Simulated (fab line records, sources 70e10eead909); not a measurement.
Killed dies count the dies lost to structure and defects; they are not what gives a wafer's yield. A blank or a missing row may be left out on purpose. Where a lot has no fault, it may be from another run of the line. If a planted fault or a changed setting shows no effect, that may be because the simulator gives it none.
fab line records / flow nandHarc
record: lots: 13 wafers: 39 lastDay: 33
route steps=1302 shown A_M0@1149 A_M1@1176 END@1302
lots with no fault: from the same line, run without faults
startH: the number of hours between the record's first day and the start of the first shown wafer of the lot / waitH: hours since the lot's step before / " same as the row above / L1.1+2: one row covering several wafers at once / - no value, or no start was given / * or withheld: withheld / < > ~ a bound
route shown NAME@n: a module of which the file shows steps, and the number in the route of the first / usual: mean/standard deviation taken from wafers without a fault / same: alike in all rows / chamber/n: place in a boat / sites: readings site by site / _std_site: the standard deviation of these / _edge_site: mean of outer sites minus mean of inner sites / radiusMm: for every site, how far away it sits from the centre of the wafer / mask NAME#n: copy n / behind: tool/chamber where the wafer was last shaped / hold: what put the lot on hold/how long, in hours/how the hold closed / device: names the non-switching transistor (n, p or np) / end of line: the same wafers' tests at the end of the route / a step with no rows: only its recipe / killed: dies that structure and defects cost at the first sort, which is not the same as the wafer's yield / map: a wafer's dies, x killed, . not, _ none there
set.NAME: setting as actually run; set.NAME@STEP: the setting as run at that earlier step / model.NAME: the simulator's own value behind a step, which no gauge read
the route's steps for a sample of lots (tables are steps, rows are wafers)
services: a tool's chamber out of use, with start hour (startH, from the record's first day; less than 0 if before it), hours out, and reason
== steps ==
step: NHARC_A_M0_INSPECT_11
usual: rawDefectCount: 83/33
lot.wafer=L969.3 tool=defectInspect-01 chamber=- startH=516.35 waitH=0.0 rawDefectCount=138
lot.wafer=L969.5 tool=defectInspect-01 chamber=- startH=516.35 waitH=0.0 rawDefectCount=125
lot.wafer=L969.6 tool=defectInspect-01 chamber=- startH=516.35 waitH=0.0 rawDefectCount=141
lot.wafer=L971.2 tool=defectInspect-02 chamber=- startH=527.28 waitH=0.0 rawDefectCount=102
lot.wafer=L971.3 tool=defectInspect-02 chamber=- startH=527.28 waitH=0.0 rawDefectCount=83
lot.wafer=L971.6 tool=defectInspect-02 chamber=- startH=527.28 waitH=0.0 rawDefectCount=98
lot.wafer=L970.2 tool=defectInspect-01 chamber=- startH=529.54 waitH=0.0 rawDefectCount=78
lot.wafer=L970.5 tool=defectInspect-01 chamber=- startH=529.54 waitH=0.0 rawDefectCount=70
lot.wafer=L970.6 tool=defectInspect-01 chamber=- startH=529.54 waitH=0.0 rawDefectCount=74
lot.wafer=L972.2 tool=defectInspect-01 chamber=- startH=542.31 waitH=0.0 rawDefectCount=111
lot.wafer=L972.5 tool=defectInspect-01 chamber=- startH=542.31 waitH=0.0 rawDefectCount=140
lot.wafer=L972.6 tool=defectInspect-01 chamber=- startH=542.31 waitH=0.0 rawDefectCount=117
lot.wafer=L978.2 tool=defectInspect-02 chamber=- startH=597.88 waitH=0.0 rawDefectCount=82
lot.wafer=L978.4 tool=defectInspect-02 chamber=- startH=597.88 waitH=0.0 rawDefectCount=76
lot.wafer=L978.5 tool=defectInspect-02 chamber=- startH=597.88 waitH=0.0 rawDefectCount=68
lot.wafer=L976.1 tool=defectInspect-02 chamber=- startH=603.61 waitH=0.0 rawDefectCount=77
lot.wafer=L976.3 tool=defectInspect-02 chamber=- startH=603.61 waitH=0.0 rawDefectCount=73
lot.wafer=L976.6 tool=defectInspect-02 chamber=- startH=603.61 waitH=0.0 rawDefectCount=80
lot.wafer=L980.2 tool=defectInspect-01 chamber=- startH=608.23 waitH=0.0 rawDefectCount=70
lot.wafer=L980.3 tool=defectInspect-01 chamber=- startH=608.23 waitH=0.0 rawDefectCount=62
lot.wafer=L980.4 tool=defectInspect-01 chamber=- startH=608.23 waitH=0.0 rawDefectCount=53
lot.wafer=L977.2 tool=defectInspect-02 chamber=- startH=610.21 waitH=0.0 rawDefectCount=110
lot.wafer=L977.4 tool=defectInspect-02 chamber=- startH=610.21 waitH=0.0 rawDefectCount=133
lot.wafer=L977.6 tool=defectInspect-02 chamber=- startH=610.21 waitH=0.0 rawDefectCount=136
lot.wafer=L979.1 tool=defectInspect-01 chamber=- startH=610.40 waitH=0.0 rawDefectCount=37
lot.wafer=L979.2 tool=defectInspect-01 chamber=- startH=610.40 waitH=0.0 rawDefectCount=34
lot.wafer=L979.4 tool=defectInspect-01 chamber=- startH=610.40 waitH=0.0 rawDefectCount=41
lot.wafer=L984.1 tool=defectInspect-02 chamber=- startH=669.09 waitH=0.0 rawDefectCount=63
lot.wafer=L984.2 tool=defectInspect-02 chamber=- startH=669.09 waitH=0.0 rawDefectCount=90
lot.wafer=L984.5 tool=defectInspect-02 chamber=- startH=669.09 waitH=0.0 rawDefectCount=64
lot.wafer=L985.2 tool=defectInspect-02 chamber=- startH=687.64 waitH=0.0 rawDefectCount=124
lot.wafer=L985.5 tool=defectInspect-02 chamber=- startH=687.64 waitH=0.0 rawDefectCount=115
lot.wafer=L985.6 tool=defectInspect-02 chamber=- startH=687.64 waitH=0.0 rawDefectCount=100
lot.wafer=L988.2 tool=defectInspect-01 chamber=- startH=693.47 waitH=0.0 rawDefectCount=113
lot.wafer=L988.3 tool=defectInspect-01 chamber=- startH=693.47 waitH=0.0 rawDefectCount=117
lot.wafer=L988.5 tool=defectInspect-01 chamber=- startH=693.47 waitH=0.0 rawDefectCount=125
lot.wafer=L992.3 tool=defectInspect-02 chamber=- startH=748.00 waitH=0.0 rawDefectCount=47
lot.wafer=L992.4 tool=defectInspect-02 chamber=- startH=748.00 waitH=0.0 rawDefectCount=59
lot.wafer=L992.6 tool=defectInspect-02 chamber=- startH=748.00 waitH=0.0 rawDefectCount=52
step: NHARC_A_M0_CD_MEAS_16
usual: cdNm: 80.0/0.73
lot.wafer=L969.3 tool=cdSem-03 chamber=- startH=516.72 waitH=- cdNm=80.0
lot.wafer=L969.5 tool=cdSem-03 chamber=- startH=516.72 waitH=- cdNm=80.1
lot.wafer=L969.6 tool=cdSem-03 chamber=- startH=516.72 waitH=- cdNm=80.0
lot.wafer=L971.2 tool=cdSem-01 chamber=- startH=527.64 waitH=- cdNm=79.6
lot.wafer=L971.3 tool=cdSem-01 chamber=- startH=527.64 waitH=- cdNm=79.3
lot.wafer=L971.6 tool=cdSem-01 chamber=- startH=527.64 waitH=- cdNm=79.8
lot.wafer=L970.2 tool=cdSem-03 chamber=- startH=529.91 waitH=- cdNm=80.1
lot.wafer=L970.5 tool=cdSem-03 chamber=- startH=529.91 waitH=- cdNm=79.6
lot.wafer=L970.6 tool=cdSem-03 chamber=- startH=529.91 waitH=- cdNm=79.3
lot.wafer=L972.2 tool=cdSem-01 chamber=- startH=542.72 waitH=- cdNm=80.5
lot.wafer=L972.5 tool=cdSem-01 chamber=- startH=542.72 waitH=- cdNm=80.2
lot.wafer=L972.6 tool=cdSem-01 chamber=- startH=542.72 waitH=- cdNm=81.3
lot.wafer=L978.2 tool=cdSem-03 chamber=- startH=598.25 waitH=- cdNm=79.1
lot.wafer=L978.4 tool=cdSem-03 chamber=- startH=598.25 waitH=- cdNm=79.9
lot.wafer=L978.5 tool=cdSem-03 chamber=- startH=598.25 waitH=- cdNm=78.9
lot.wafer=L976.1 tool=cdSem-03 chamber=- startH=603.97 waitH=- cdNm=81.0
lot.wafer=L976.3 tool=cdSem-03 chamber=- startH=603.97 waitH=- cdNm=80.4
lot.wafer=L976.6 tool=cdSem-03 chamber=- startH=603.97 waitH=- cdNm=81.3
lot.wafer=L980.2 tool=cdSem-03 chamber=- startH=608.59 waitH=- cdNm=79.4
lot.wafer=L980.3 tool=cdSem-03 chamber=- startH=608.59 waitH=- cdNm=79.9
lot.wafer=L980.4 tool=cdSem-03 chamber=- startH=608.59 waitH=- cdNm=79.1
lot.wafer=L977.2 tool=cdSem-03 chamber=- startH=610.57 waitH=- cdNm=80.8
lot.wafer=L977.4 tool=cdSem-03 chamber=- startH=610.57 waitH=- cdNm=79.5
lot.wafer=L977.6 tool=cdSem-03 chamber=- startH=610.57 waitH=- cdNm=79.4
lot.wafer=L979.1 tool=cdSem-01 chamber=- startH=610.76 waitH=- cdNm=80.6
lot.wafer=L979.2 tool=cdSem-01 chamber=- startH=610.76 waitH=- cdNm=80.8
lot.wafer=L979.4 tool=cdSem-01 chamber=- startH=610.76 waitH=- cdNm=80.9
lot.wafer=L984.1 tool=cdSem-03 chamber=- startH=669.45 waitH=- cdNm=80.6
lot.wafer=L984.2 tool=cdSem-03 chamber=- startH=669.45 waitH=- cdNm=79.6
lot.wafer=L984.5 tool=cdSem-03 chamber=- startH=669.45 waitH=- cdNm=80.6
lot.wafer=L985.2 tool=cdSem-03 chamber=- startH=688.01 waitH=- cdNm=80.0
lot.wafer=L985.5 tool=cdSem-03 chamber=- startH=688.01 waitH=- cdNm=79.9
lot.wafer=L985.6 tool=cdSem-03 chamber=- startH=688.01 waitH=- cdNm=80.4
lot.wafer=L988.2 tool=cdSem-01 chamber=- startH=693.84 waitH=- cdNm=80.7
lot.wafer=L988.3 tool=cdSem-01 chamber=- startH=693.84 waitH=- cdNm=80.4
lot.wafer=L988.5 tool=cdSem-01 chamber=- startH=693.84 waitH=- cdNm=81.6
lot.wafer=L992.3 tool=cdSem-02 chamber=- startH=748.36 waitH=- cdNm=80.9
lot.wafer=L992.4 tool=cdSem-02 chamber=- startH=748.36 waitH=- cdNm=80.2
lot.wafer=L992.6 tool=cdSem-02 chamber=- startH=748.36 waitH=- cdNm=80.9
step: NHARC_A_M1_EXPOSE_06
recipe: na: 1.35 targetCdNm: 120 doseMj: 75.13 maskId: A_M1
usual: exposureDoseMJCm2: 75.05/0.08
lot.wafer=L969.3 tool=arfiScanner-03 chamber=0 startH=520.14 waitH=- mask=A_M1#0 exposureDoseMJCm2=75.02
lot.wafer=L969.5 tool=arfiScanner-03 chamber=0 startH=520.14 waitH=- mask=A_M1#0 exposureDoseMJCm2=75.05
lot.wafer=L969.6 tool=arfiScanner-03 chamber=0 startH=520.14 waitH=- mask=A_M1#0 exposureDoseMJCm2=75.05
lot.wafer=L971.2 tool=arfiScanner-03 chamber=0 startH=530.95 waitH=- mask=A_M1#0 exposureDoseMJCm2=74.99
lot.wafer=L971.3 tool=arfiScanner-03 chamber=0 startH=530.95 waitH=- mask=A_M1#0 exposureDoseMJCm2=74.85
lot.wafer=L971.6 tool=arfiScanner-03 chamber=0 startH=530.95 waitH=- mask=A_M1#0 exposureDoseMJCm2=74.89
lot.wafer=L970.2 tool=arfiScanner-02 chamber=0 startH=533.37 waitH=- mask=A_M1#0 exposureDoseMJCm2=74.99
lot.wafer=L970.5 tool=arfiScanner-02 chamber=0 startH=533.37 waitH=- mask=A_M1#0 exposureDoseMJCm2=75.05
lot.wafer=L970.6 tool=arfiScanner-02 chamber=0 startH=533.37 waitH=- mask=A_M1#0 exposureDoseMJCm2=75.07
lot.wafer=L972.2 tool=arfiScanner-01 chamber=0 startH=546.15 waitH=- mask=A_M1#0 exposureDoseMJCm2=75.01
lot.wafer=L972.5 tool=arfiScanner-01 chamber=0 startH=546.15 waitH=- mask=A_M1#0 exposureDoseMJCm2=75.02
lot.wafer=L972.6 tool=arfiScanner-01 chamber=0 startH=546.15 waitH=- mask=A_M1#0 exposureDoseMJCm2=75.00
lot.wafer=L978.2 tool=arfiScanner-02 chamber=0 startH=601.93 waitH=- mask=A_M1#0 exposureDoseMJCm2=75.10
lot.wafer=L978.4 tool=arfiScanner-02 chamber=0 startH=601.93 waitH=- mask=A_M1#0 exposureDoseMJCm2=75.03
lot.wafer=L978.5 tool=arfiScanner-02 chamber=0 startH=601.93 waitH=- mask=A_M1#0 exposureDoseMJCm2=75.01
lot.wafer=L976.1 tool=arfiScanner-02 chamber=0 startH=607.27 waitH=- mask=A_M1#0 exposureDoseMJCm2=74.97
lot.wafer=L976.3 tool=arfiScanner-02 chamber=0 startH=607.27 waitH=- mask=A_M1#0 exposureDoseMJCm2=75.02
lot.wafer=L976.6 tool=arfiScanner-02 chamber=0 startH=607.27 waitH=- mask=A_M1#0 exposureDoseMJCm2=75.09
lot.wafer=L980.2 tool=arfiScanner-01 chamber=0 startH=612.04 waitH=- mask=A_M1#0 exposureDoseMJCm2=80.16
lot.wafer=L980.3 tool=arfiScanner-01 chamber=0 startH=612.04 waitH=- mask=A_M1#0 exposureDoseMJCm2=80.26
lot.wafer=L980.4 tool=arfiScanner-01 chamber=0 startH=612.04 waitH=- mask=A_M1#0 exposureDoseMJCm2=80.12
lot.wafer=L977.2 tool=arfiScanner-01 chamber=0 startH=615.33 waitH=- mask=A_M1#0 exposureDoseMJCm2=79.10
lot.wafer=L977.4 tool=arfiScanner-01 chamber=0 startH=615.33 waitH=- mask=A_M1#0 exposureDoseMJCm2=79.22
lot.wafer=L977.6 tool=arfiScanner-01 chamber=0 startH=615.33 waitH=- mask=A_M1#0 exposureDoseMJCm2=79.20
lot.wafer=L979.1 tool=arfiScanner-02 chamber=0 startH=615.61 waitH=- mask=A_M1#0 exposureDoseMJCm2=75.05
lot.wafer=L979.2 tool=arfiScanner-02 chamber=0 startH=615.61 waitH=- mask=A_M1#0 exposureDoseMJCm2=75.11
lot.wafer=L979.4 tool=arfiScanner-02 chamber=0 startH=615.61 waitH=- mask=A_M1#0 exposureDoseMJCm2=75.06
lot.wafer=L984.1 tool=arfiScanner-03 chamber=0 startH=672.88 waitH=- mask=A_M1#0 exposureDoseMJCm2=75.12
lot.wafer=L984.2 tool=arfiScanner-03 chamber=0 startH=672.88 waitH=- mask=A_M1#0 exposureDoseMJCm2=75.07
lot.wafer=L984.5 tool=arfiScanner-03 chamber=0 startH=672.88 waitH=- mask=A_M1#0 exposureDoseMJCm2=74.92
lot.wafer=L985.2 tool=arfiScanner-03 chamber=0 startH=691.42 waitH=- mask=A_M1#0 exposureDoseMJCm2=74.98
lot.wafer=L985.5 tool=arfiScanner-03 chamber=0 startH=691.42 waitH=- mask=A_M1#0 exposureDoseMJCm2=74.97
lot.wafer=L985.6 tool=arfiScanner-03 chamber=0 startH=691.42 waitH=- mask=A_M1#0 exposureDoseMJCm2=75.05
lot.wafer=L988.2 tool=arfiScanner-02 chamber=0 startH=697.29 waitH=- mask=A_M1#0 exposureDoseMJCm2=75.04
lot.wafer=L988.3 tool=arfiScanner-02 chamber=0 startH=697.29 waitH=- mask=A_M1#0 exposureDoseMJCm2=75.00
lot.wafer=L988.5 tool=arfiScanner-02 chamber=0 startH=697.29 waitH=- mask=A_M1#0 exposureDoseMJCm2=75.08
lot.wafer=L992.3 tool=arfiScanner-03 chamber=0 startH=751.84 waitH=- mask=A_M1#0 exposureDoseMJCm2=74.96
lot.wafer=L992.4 tool=arfiScanner-03 chamber=0 startH=751.84 waitH=- mask=A_M1#0 exposureDoseMJCm2=74.91
lot.wafer=L992.6 tool=arfiScanner-03 chamber=0 startH=751.84 waitH=- mask=A_M1#0 exposureDoseMJCm2=74.96
step: NHARC_A_M1_CD_MEAS_09
recipe: targetCdNm: 120 landingEnergyEv: 500
usual: cdNm: 119.9/0.48
same: landingEnergyEv: 500
lot.wafer=L969.3 tool=cdSem-03 chamber=0 startH=520.28 waitH=- cdNm=120.1
lot.wafer=L969.5 tool=cdSem-03 chamber=0 startH=520.28 waitH=- cdNm=120.2
lot.wafer=L969.6 tool=cdSem-03 chamber=0 startH=520.28 waitH=- cdNm=120.6
lot.wafer=L971.2 tool=cdSem-02 chamber=0 startH=531.09 waitH=- cdNm=119.3
lot.wafer=L971.3 tool=cdSem-02 chamber=0 startH=531.09 waitH=- cdNm=119.4
lot.wafer=L971.6 tool=cdSem-02 chamber=0 startH=531.09 waitH=- cdNm=120.2
lot.wafer=L970.2 tool=cdSem-03 chamber=0 startH=533.51 waitH=- cdNm=120.2
lot.wafer=L970.5 tool=cdSem-03 chamber=0 startH=533.51 waitH=- cdNm=119.6
lot.wafer=L970.6 tool=cdSem-03 chamber=0 startH=533.51 waitH=- cdNm=120.2
lot.wafer=L972.2 tool=cdSem-02 chamber=0 startH=546.28 waitH=- cdNm=120.1
lot.wafer=L972.5 tool=cdSem-02 chamber=0 startH=546.28 waitH=- cdNm=119.8
lot.wafer=L972.6 tool=cdSem-02 chamber=0 startH=546.28 waitH=- cdNm=120.1
lot.wafer=L978.2 tool=cdSem-01 chamber=0 startH=602.07 waitH=- cdNm=120.2
lot.wafer=L978.4 tool=cdSem-01 chamber=0 startH=602.07 waitH=- cdNm=120.3
lot.wafer=L978.5 tool=cdSem-01 chamber=0 startH=602.07 waitH=- cdNm=120.3
lot.wafer=L976.1 tool=cdSem-03 chamber=0 startH=607.41 waitH=- cdNm=120.7
lot.wafer=L976.3 tool=cdSem-03 chamber=0 startH=607.41 waitH=- cdNm=119.9
lot.wafer=L976.6 tool=cdSem-03 chamber=0 startH=607.41 waitH=- cdNm=120.4
lot.wafer=L980.2 tool=cdSem-02 chamber=0 startH=612.17 waitH=- cdNm=123.7
lot.wafer=L980.3 tool=cdSem-02 chamber=0 startH=612.17 waitH=- cdNm=123.7
lot.wafer=L980.4 tool=cdSem-02 chamber=0 startH=612.17 waitH=- cdNm=123.5
lot.wafer=L977.2 tool=cdSem-02 chamber=0 startH=615.46 waitH=- cdNm=122.7
lot.wafer=L977.4 tool=cdSem-02 chamber=0 startH=615.46 waitH=- cdNm=122.8
lot.wafer=L977.6 tool=cdSem-02 chamber=0 startH=615.46 waitH=- cdNm=123.5
lot.wafer=L979.1 tool=cdSem-01 chamber=0 startH=615.75 waitH=- cdNm=119.1
lot.wafer=L979.2 tool=cdSem-01 chamber=0 startH=615.75 waitH=- cdNm=119.1
lot.wafer=L979.4 tool=cdSem-01 chamber=0 startH=615.75 waitH=- cdNm=119.7
lot.wafer=L984.1 tool=cdSem-03 chamber=0 startH=673.02 waitH=- cdNm=119.3
lot.wafer=L984.2 tool=cdSem-03 chamber=0 startH=673.02 waitH=- cdNm=118.7
lot.wafer=L984.5 tool=cdSem-03 chamber=0 startH=673.02 waitH=- cdNm=119.4
lot.wafer=L985.2 tool=cdSem-03 chamber=0 startH=691.56 waitH=- cdNm=119.5
lot.wafer=L985.5 tool=cdSem-03 chamber=0 startH=691.56 waitH=- cdNm=119.9
lot.wafer=L985.6 tool=cdSem-03 chamber=0 startH=691.56 waitH=- cdNm=120.2
lot.wafer=L988.2 tool=cdSem-03 chamber=0 startH=697.43 waitH=- cdNm=120.4
lot.wafer=L988.3 tool=cdSem-03 chamber=0 startH=697.43 waitH=- cdNm=120.1
lot.wafer=L988.5 tool=cdSem-03 chamber=0 startH=697.43 waitH=- cdNm=120.9
lot.wafer=L992.3 tool=cdSem-02 chamber=0 startH=751.97 waitH=- cdNm=119.6
lot.wafer=L992.4 tool=cdSem-02 chamber=0 startH=751.97 waitH=- cdNm=119.7
lot.wafer=L992.6 tool=cdSem-02 chamber=0 startH=751.97 waitH=- cdNm=119.5
step: NHARC_A_M1_INSPECT_11
usual: rawDefectCount: 84/33
lot.wafer=L969.3 tool=defectInspect-01 chamber=- startH=520.40 waitH=0.0 rawDefectCount=136
lot.wafer=L969.5 tool=defectInspect-01 chamber=- startH=520.40 waitH=0.0 rawDefectCount=128
lot.wafer=L969.6 tool=defectInspect-01 chamber=- startH=520.40 waitH=0.0 rawDefectCount=135
lot.wafer=L971.2 tool=defectInspect-02 chamber=- startH=531.21 waitH=0.0 rawDefectCount=99
lot.wafer=L971.3 tool=defectInspect-02 chamber=- startH=531.21 waitH=0.0 rawDefectCount=88
lot.wafer=L971.6 tool=defectInspect-02 chamber=- startH=531.21 waitH=0.0 rawDefectCount=91
lot.wafer=L970.2 tool=defectInspect-02 chamber=- startH=533.63 waitH=0.0 rawDefectCount=79
lot.wafer=L970.5 tool=defectInspect-02 chamber=- startH=533.63 waitH=0.0 rawDefectCount=75
lot.wafer=L970.6 tool=defectInspect-02 chamber=- startH=533.63 waitH=0.0 rawDefectCount=75
lot.wafer=L972.2 tool=defectInspect-01 chamber=- startH=546.41 waitH=0.0 rawDefectCount=108
lot.wafer=L972.5 tool=defectInspect-01 chamber=- startH=546.41 waitH=0.0 rawDefectCount=139
lot.wafer=L972.6 tool=defectInspect-01 chamber=- startH=546.41 waitH=0.0 rawDefectCount=113
lot.wafer=L978.2 tool=defectInspect-02 chamber=- startH=602.19 waitH=0.0 rawDefectCount=87
lot.wafer=L978.4 tool=defectInspect-02 chamber=- startH=602.19 waitH=0.0 rawDefectCount=76
lot.wafer=L978.5 tool=defectInspect-02 chamber=- startH=602.19 waitH=0.0 rawDefectCount=71
lot.wafer=L976.1 tool=defectInspect-01 chamber=- startH=607.53 waitH=0.0 rawDefectCount=78
lot.wafer=L976.3 tool=defectInspect-01 chamber=- startH=607.53 waitH=0.0 rawDefectCount=77
lot.wafer=L976.6 tool=defectInspect-01 chamber=- startH=607.53 waitH=0.0 rawDefectCount=78
lot.wafer=L980.2 tool=defectInspect-02 chamber=- startH=612.30 waitH=0.0 rawDefectCount=71
lot.wafer=L980.3 tool=defectInspect-02 chamber=- startH=612.30 waitH=0.0 rawDefectCount=65
lot.wafer=L980.4 tool=defectInspect-02 chamber=- startH=612.30 waitH=0.0 rawDefectCount=56
lot.wafer=L977.2 tool=defectInspect-01 chamber=- startH=615.59 waitH=0.0 rawDefectCount=118
lot.wafer=L977.4 tool=defectInspect-01 chamber=- startH=615.59 waitH=0.0 rawDefectCount=133
lot.wafer=L977.6 tool=defectInspect-01 chamber=- startH=615.59 waitH=0.0 rawDefectCount=132
lot.wafer=L979.1 tool=defectInspect-01 chamber=- startH=615.87 waitH=0.0 rawDefectCount=35
lot.wafer=L979.2 tool=defectInspect-01 chamber=- startH=615.87 waitH=0.0 rawDefectCount=35
lot.wafer=L979.4 tool=defectInspect-01 chamber=- startH=615.87 waitH=0.0 rawDefectCount=44
lot.wafer=L984.1 tool=defectInspect-02 chamber=- startH=673.16 waitH=0.0 rawDefectCount=66
lot.wafer=L984.2 tool=defectInspect-02 chamber=- startH=673.16 waitH=0.0 rawDefectCount=92
lot.wafer=L984.5 tool=defectInspect-02 chamber=- startH=673.16 waitH=0.0 rawDefectCount=70
lot.wafer=L985.2 tool=defectInspect-02 chamber=- startH=691.69 waitH=0.0 rawDefectCount=122
lot.wafer=L985.5 tool=defectInspect-02 chamber=- startH=691.69 waitH=0.0 rawDefectCount=122
lot.wafer=L985.6 tool=defectInspect-02 chamber=- startH=691.69 waitH=0.0 rawDefectCount=104
lot.wafer=L988.2 tool=defectInspect-01 chamber=- startH=697.56 waitH=0.0 rawDefectCount=114
lot.wafer=L988.3 tool=defectInspect-01 chamber=- startH=697.56 waitH=0.0 rawDefectCount=116
lot.wafer=L988.5 tool=defectInspect-01 chamber=- startH=697.56 waitH=0.0 rawDefectCount=120
lot.wafer=L992.3 tool=defectInspect-01 chamber=- startH=752.09 waitH=0.0 rawDefectCount=52
lot.wafer=L992.4 tool=defectInspect-01 chamber=- startH=752.09 waitH=0.0 rawDefectCount=60
lot.wafer=L992.6 tool=defectInspect-01 chamber=- startH=752.09 waitH=0.0 rawDefectCount=48
step: NHARC_END_SORT_01
recipe: tempC: 25
usual: defectLimitedYield: 90.8/2.2 killedAtArray: 58/15 killedAtOther: 0.8/1.2 killedAtPeriphery: 3.5/2.5 killedDies: 62/15 killedOpen: 3.2/1.7 killedShort: 2.4/1.5
same: grossDies: 677
lot.wafer=L980.2 tool=prober-01 chamber=0 startH=647.98 waitH=2.8 defectLimitedYield[%]=91.6 killedAtArray=47 killedAtOther=0 killedAtPeriphery=10 killedDies=57 killedOpen=3 killedShort=2
lot.wafer=L980.3 tool=prober-01 chamber=0 startH=648.78 waitH=3.1 defectLimitedYield[%]=92.5 killedAtArray=46 killedAtOther=0 killedAtPeriphery=5 killedDies=51 killedOpen=5 killedShort=2
lot.wafer=L980.4 tool=prober-01 chamber=0 startH=649.58 waitH=3.4 defectLimitedYield[%]=93.1 killedAtArray=40 killedAtOther=1 killedAtPeriphery=6 killedDies=47 killedOpen=2 killedShort=1
lot.wafer=L979.1 tool=prober-01 chamber=0 startH=655.04 waitH=2.6 defectLimitedYield[%]=94.2 killedAtArray=34 killedAtOther=1 killedAtPeriphery=4 killedDies=39 killedOpen=2 killedShort=2
lot.wafer=L979.2 tool=prober-01 chamber=0 startH=655.84 waitH=2.8 defectLimitedYield[%]=93.9 killedAtArray=32 killedAtOther=1 killedAtPeriphery=8 killedDies=41 killedOpen=2 killedShort=2
lot.wafer=L979.4 tool=prober-01 chamber=0 startH=657.44 waitH=3.4 defectLimitedYield[%]=93.4 killedAtArray=38 killedAtOther=0 killedAtPeriphery=7 killedDies=45 killedOpen=2 killedShort=2
killed by level:class
L980.2 A_SLIT:chamberFilmFlake=35 P_M2:chamberFilmFlake=7 A_CONTACT:chamberFilmFlake=4 A_CHANNEL_HOLE_D1:chamberFilmFlake=2 A_DECK1_JOINT:chamberFilmFlake=2 A_STAIRCASE:chamberFilmFlake=2 P_STI:geometricParticle:short=1 P_M0:geometricParticle:open=1
L980.3 A_SLIT:chamberFilmFlake=26 A_CHANNEL_HOLE_D1:chamberFilmFlake=6 A_STAIRCASE:chamberFilmFlake=3 A_CONTACT:chamberFilmFlake=3 P_M2:chamberFilmFlake=2 P_CONTACT:geometricParticle:short=1 P_M1:geometricParticle:open=1 A_SOURCE_PLATE:geometricParticle:short=1
L980.4 A_SLIT:chamberFilmFlake=29 A_CHANNEL_HOLE_D1:chamberFilmFlake=5 P_M2:chamberFilmFlake=3 P_M0:geometricParticle:open=2 A_CONTACT:chamberFilmFlake=2 A_CHANNEL_HOLE_D1:geometricParticle:short=1 P_STI:chamberFilmFlake=1 A_DECK1_JOINT:chamberFilmFlake=1
L979.1 A_CHANNEL_HOLE_D2:chamberFilmFlake=14 A_CHANNEL_HOLE_D1:chamberFilmFlake=8 P_GATE:chamberFilmFlake=3 A_STAIRCASE:chamberFilmFlake=2 A_SLIT:chamberFilmFlake=2 A_CHANNEL_FILL_D1:geometricParticle:open=1 A_CHANNEL_FILL_D1:geometricParticle:short=1 A_CHANNEL_HOLE_D2:geometricParticle:short=1
L979.2 A_CHANNEL_HOLE_D2:chamberFilmFlake=16 A_CHANNEL_HOLE_D1:chamberFilmFlake=5 P_STI:chamberFilmFlake=3 P_M0:geometricParticle:open=2 P_GATE:chamberFilmFlake=2 A_CHANNEL_FILL_D1:chamberFilmFlake=2 A_STAIRCASE:chamberFilmFlake=2 A_CONTACT:chamberFilmFlake=2
L979.4 A_CHANNEL_HOLE_D2:chamberFilmFlake=14 A_CHANNEL_HOLE_D1:chamberFilmFlake=8 P_GATE:chamberFilmFlake=6 A_SLIT:chamberFilmFlake=4 A_CONTACT:chamberFilmFlake=3 A_CHANNEL_FILL_D2:chamberFilmFlake=2 P_M0:geometricParticle:open=1 A_CHANNEL_HOLE_D1:geometricParticle:short=1
== services ==
tool=arfiScanner-02 chamber=- startH=497.19 hours=2.7 kind=repair
tool=arfiScanner-01 chamber=0 startH=499.83 hours=- kind=calibration
tool=arfiScanner-03 chamber=- startH=504.14 hours=0.7 kind=repair
tool=arfiScanner-02 chamber=- startH=517.68 hours=4.0 kind=pm
tool=arfiScanner-03 chamber=- startH=518.30 hours=0.9 kind=repair
tool=arfiScanner-02 chamber=0 startH=528.80 hours=- kind=calibration
tool=arfiScanner-01 chamber=- startH=539.08 hours=2.0 kind=repair
tool=arfiScanner-03 chamber=- startH=540.00 hours=4.0 kind=pm
tool=arfiScanner-03 chamber=0 startH=558.57 hours=- kind=calibration
tool=arfiScanner-01 chamber=- startH=562.38 hours=0.3 kind=repair
tool=arfiScanner-03 chamber=- startH=567.84 hours=1.4 kind=repair
tool=arfiScanner-01 chamber=- startH=596.00 hours=4.0 kind=pm
tool=arfiScanner-01 chamber=0 startH=657.87 hours=- kind=calibration
tool=arfiScanner-01 chamber=- startH=682.67 hours=0.6 kind=repair
tool=arfiScanner-02 chamber=- startH=687.26 hours=5.7 kind=repair
tool=arfiScanner-02 chamber=- startH=702.56 hours=0.8 kind=repair
tool=arfiScanner-03 chamber=- startH=712.00 hours=4.0 kind=pm
tool=arfiScanner-03 chamber=- startH=732.46 hours=1.7 kind=repair
tool=arfiScanner-03 chamber=0 startH=735.31 hours=- kind=calibration
tool=arfiScanner-02 chamber=- startH=739.69 hours=7.6 kind=repair
== key ==
firstSign: step: NHARC_A_M1_EXPOSE_06 reading: exposureDoseMJCm2 direction: up sigmas: 58 usual: 75.05 struck: 79.68
effect: step: NHARC_A_M1_CD_MEAS_09 reading: cdNm direction: up sigmas: 7.2 usual: 119.9 struck: 123.3 through: controlLoop
metAt NHARC_A_M1_EXPOSE_06
struckLots L977,L980
loopTrim: step: NHARC_A_M1_EXPOSE_06 setting: dose lots: L977
notActingAt NHARC_A_M0_INSPECT_11,NHARC_A_M0_CD_MEAS_16,NHARC_A_M1_INSPECT_11
onsetBetween 546.15 612.04
fault: kind: processParameterDrift tool: arfiScanner-01 chamber: - onsetH: 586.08 steps: NHARC_A_M1_EXPOSE_06 channel: doseMj offset: 5.0881 shape: step actsIn: theseRecipesOnly stated: 75.13
loopTrim: a control loop set the setting to another value than it would have without faults
